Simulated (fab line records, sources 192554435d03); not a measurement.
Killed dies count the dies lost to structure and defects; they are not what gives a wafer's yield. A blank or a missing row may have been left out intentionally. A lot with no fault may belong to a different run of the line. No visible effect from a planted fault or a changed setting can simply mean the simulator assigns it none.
A lot that was struck, set against a sound lot / flow n5 finfet / 40 steps out of a route of 1938
Sound: wafers L240.1, L240.5, L240.6. Struck: wafers L235.1, L235.2, L235.5. Last of all comes the cause.
At each step with rows: each side's tool, then ch and its chambers, then its first start. Under that, the readings that differ: sound wafers / struck wafers / difference of the means / sigmas: that difference in standard deviations of wafers without a fault.
alike: words and numbers the same on both sides, and readings whose means are apart by under 2 such deviations; not compared: readings that were withheld, readings missing a value for some wafer, numbers with overlapping values and no deviation given by the record, and bounds like >300 which may hide the same value.
The two part at a step that has a row with sigmas, a row that says differs or no value, or rows on one side only. When numbers do not overlap yet have no deviation, they are printed without sigmas and do not part them. A reading missing from all wafers of one side parts the sides only when that side holds two or more wafers.

first, 12 steps without rows for these wafers: N5_HKMG_FIN_STRIP_57 (strips in CF4); N5_HKMG_FIN_ETCH_58 (etches SOC in N2/H2, target depth 215.8 nm, time 741 s); N5_HKMG_FIN_STRIP_93 (strips SOC in N2/H2, time 20 s); N5_HKMG_FIN_WET_ETCH_76 (etches Al2O3 in dNH4OH, stops on La2O3, target depth 2.25 nm, rinse time 30 s); N5_HKMG_FIN_STRIP_60 (strips in N2/H2, time 360 s); N5_HKMG_FIN_WET_ETCH_77 (etches La2O3 in dHCl, stops on HfO2, target depth 2 nm); N5_HKMG_FIN_WET_ETCH_78 (etches Al2O3 in dNH4OH, stops on La2O3, target depth 4.5 nm, rinse time 30 s); N5_HKMG_FIN_ALD_79 (deposits TiN, target thk 1.5 nm, pulse time 1 s, purge time 3 s); N5_HKMG_FIN_CVD_62 (deposits a-Si from Si2H6, target thk 3 nm, time 20.8 s); N5_HKMG_FIN_RTA_80 (time 2 s); N5_HKMG_FIN_PRECLEAN_64 (cleans in dHF, time 30 s); N5_HKMG_FIN_WET_ETCH_65 (etches a-Si in TMAH, stops on TiN, time 49 s, target depth 3 nm).
N5_HKMG_FIN_WET_ETCH_81: etches TiN in SC1, stops on HfO2, time 57 s, target depth 6 nm.
  sound on wet bench-04 ch 1,4,5, day 9 09:24; struck on wet bench-04 ch 1,2,3, day 8 01:29
  no value came back on the struck wafers for bath guard temp C (C), bath heat duty pct (%); on the sound wafers bath guard temp C (C) reads 59.9 60.1 60.3
reading=model.TiN_of_HKMG_FIN_ALD_79.thk nm (nm); sound=0 0 0; struck=1.2 1.4 1.2; difference=+1.3; sigmas=
then, 25 steps without rows for these wafers: N5_HKMG_FIN_WET_ETCH_82 (etches La2O3 in dHCl, stops on HfO2, target depth 2 nm, rinse time 30 s); N5_HKMG_FIN_ALD_36 (deposits TiN, target thk 1 nm, pulse time 1 s, purge time 3 s); N5_HKMG_FIN_PWFM_ALD_03 (deposits TiN, target thk 2 nm, pulse time 1 s, purge time 3 s); N5_HKMG_FIN_COAT_29 (time 60 s, resist thk 300 nm); N5_HKMG_FIN_COAT_30 (time 60 s, resist thk 35 nm); N5_HKMG_FIN_COAT_06 (resist thk 90 nm); N5_HKMG_FIN_EBR_08; N5_HKMG_FIN_SOFTBAKE_07 (time 60 s); N5_HKMG_FIN_EXPOSE_09 (exposes mask NWFM); N5_HKMG_FIN_PEB_10 (peb time 60 s); N5_HKMG_FIN_DEVELOP_11 (develop time 30 s); N5_HKMG_FIN_DESCUM_17 (chemistry O2, time 7.9 s); N5_HKMG_FIN_ETCH_31 (etches SiARC in CF4, target depth 45.5 nm, time 75.8 s); N5_HKMG_FIN_ETCH_32 (etches SOC in N2/H2, target depth 240 nm, time 300 s); N5_HKMG_FIN_STRIP_33 (strips in N2/H2); N5_HKMG_FIN_STRIP_34 (strips in CF4); N5_HKMG_FIN_ETCH_35 (etches SOC in N2/H2, target depth 215.8 nm, time 243.4 s); N5_HKMG_FIN_STRIP_92 (strips SOC in N2/H2, time 20 s); N5_HKMG_FIN_WET_ETCH_18 (etches TiN in SC1, time 55 s, target depth 5.2 nm, rinse time 30 s); N5_HKMG_FIN_STRIP_19 (strips in N2/H2, time 360 s); N5_HKMG_FIN_ALD_91 (deposits TiN, target thk 1 nm, pulse time 1 s, purge time 3 s); N5_HKMG_FIN_COAT_85 (time 60 s, resist thk 300 nm); N5_HKMG_FIN_ETCH_86 (etches SOC in N2/H2, stops on TiN, target depth 393.2 nm); N5_HKMG_FIN_STRIP_89 (strips SOC in N2/H2, time 20 s); N5_HKMG_FIN_WET_ETCH_87 (etches TiN in SC1, time 154.2 s, target depth 4.7 nm, rinse time 30 s).
-- a jump in the record: the struck wafers' starts before and after are 4 days apart (it breaks off in module HKMG_FIN and resumes in module BEOL_M4, where the first step shown is number 1111 of the route) --
N5_BEOL_M4_RC_MEAS_101:
  sound on prober-01 ch 0, day 12 23:47; struck on prober-02 ch 0, day 12 01:29
reading=EOT_P; sound=10.33 10.39 10.35; struck=10.87 10.80 10.83; difference=+0.48; sigmas=+5
reading=IGATE_P (nA/um); sound=0.0047 0.0042 0.0044; struck=0.0007 0.0008 0.0008; difference=-0.0037; sigmas=-6
reading=IOFF_N_85C (nA/um); sound=1.7 2.4 3.6; struck=1.4 1.3 1.3; difference=-1.2; sigmas=-2
reading=IOFF_N_LIN (nA/um); sound=0.040 0.056 0.082; struck=0.028 0.027 0.028; difference=-0.032; sigmas=-2
reading=IOFF_N_LONG (nA/um); sound=5.53e-05 5.62e-05 5.62e-05; struck=3.29e-05 3.2e-05 3.28e-05; difference=-2.33e-05; sigmas=-11
reading=IOFF_P (nA/um); sound=0.11 0.15 0.23; struck=1.30 1.27 1.27; difference=+1.12; sigmas=+28
reading=IOFF_P_85C (nA/um); sound=2.3 2.9 4.0; struck=16.6 16.3 16.0; difference=+13.2; sigmas=+22
reading=IOFF_P_LIN (nA/um); sound=0.064 0.079 0.104; struck=0.629 0.617 0.608; difference=+0.536; sigmas=+36
reading=IOFF_P_LONG (nA/um); sound=9.5e-05 9.7e-05 9.6e-05; struck=0.000372 0.000371 0.000368; difference=+0.000274; sigmas=+33
reading=ION_N (uA/um); sound=638 665 689; struck=615 617 616; difference=-48; sigmas=-4
reading=ION_P (uA/um); sound=447 456 467; struck=537 536 537; difference=+80; sigmas=+11
reading=VT_N (mV); sound=261 253 247; struck=277 276 278; difference=+23; sigmas=+7
reading=VT_N_LONG (mV); sound=274.1 275.2 275.6; struck=299.5 302.2 299.1; difference=+25.3; sigmas=+14
reading=VT_N_LVT (mV); sound=107 102 93; struck=126 126 127; difference=+26; sigmas=+7
reading=VT_P (mV); sound=-257 -256 -249; struck=-202 -201 -199; difference=+53; sigmas=+16
reading=VT_P_LONG (mV); sound=-276.9 -280.9 -278.3; struck=-236.6 -234.5 -234.1; difference=+43.6; sigmas=+16
reading=VT_P_LVT (mV); sound=-107 -103 -98; struck=-50 -50 -51; difference=+52; sigmas=+17
  alike: DIBL_N, DIBL_P, IOFF_N, SS_N, SS_P
-- here the record skips 4 days between the struck wafers' starts before and after, leaving off in module BEOL_M4 and picking up in module PASSIVATION (first step shown: number 1936 of the route) --
N5_PASSIVATION_PROBE_49:
  struck on prober-01, day 15 22:29; sound on prober-02, day 17 11:43
reading=sort_bin_4_leakage (%); sound=0 0 0; struck=90.08 90.25 90.08; difference=+90.14; sigmas=+99 or more
reading=sort_bin_8_speed (%); sound=0.34 0 0; struck=0 0 0; difference=+0; sigmas=-4
reading=sort n pass; sound=998 1071 1070; struck=0 0 1; difference=-1046; sigmas=-62
reading=sort yield pct (%); sound=84.6 90.8 90.7; struck=0 0 0.1; difference=-89; sigmas=-59
  alike: defect limited yield, killed_at_M0_to_M3, killed_at_M4_up, killed at contacts, killed at front end, killed at other, killed dies, killed open, killed short, sort_bin_5_function, sort_bin_6_memory

## WHERE THEY PART
Earliest at N5_HKMG_FIN_WET_ETCH_81; latest, in this record, at N5_PASSIVATION_PROBE_49.

WHY: what the simulator had put in
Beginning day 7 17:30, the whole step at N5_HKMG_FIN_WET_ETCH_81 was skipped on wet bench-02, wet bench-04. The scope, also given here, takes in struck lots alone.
